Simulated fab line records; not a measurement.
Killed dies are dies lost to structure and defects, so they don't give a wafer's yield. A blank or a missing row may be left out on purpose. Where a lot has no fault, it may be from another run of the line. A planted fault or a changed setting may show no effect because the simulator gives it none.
Chamber matching ; flow n5-finfet ; N5_BEOL_M1_ETCHBACK_99 on rie-diel-04: 4 sister chambers
The step etches SiO2 in CHF3, target depth 5 nm, time 10.4 s. 4 wafers are shown with their chamber, then 10 later ones without.

## EACH WAFER AND ITS CHAMBER
wafer;chamber;drypump-motor-current-A (A)
L086.1;0;5.6
L088.2;2;6.1
L089.2;1;6.5
L090.5;3;5.3

## WAFERS WITHOUT THEIR CHAMBER
wafer;drypump-motor-current-A (A)
L090.6;6.1
L093.3;6.5
L093.4;5.5
L093.5;5.3
L094.4;6.5
L094.5;6.5
L094.6;5.6
L096.1;6.5
L096.2;5.3
L096.3;5.5

## WHICH CHAMBER EACH ONE RAN IN
wafer;from the rows above;in truth
L090.6;2;2
L093.3;1;1
L093.4;0;0
L093.5;3;3
L094.4;1;1
L094.5;1;1
L094.6;0;0
L096.1;1;1
L096.2;3;3
L096.3;0;0
Placed correctly: 10 of 10. Not placeable from these rows: 0. 0 placed wrongly.
How it was worked out, from the rows above alone: a wafer's distance from a chamber is the root of the sum, over the readings, of the square of ((its reading less the chamber's mean) divided by the reading's scatter). The wafer belongs to the nearest chamber; if the next one is less than 2 further off, it can't be placed. The mean given for a chamber averages the wafers shown for that chamber. The scatter: with one shown wafer a chamber, the root of the mean of the squares of how far each hidden wafer lies from its nearest shown one.
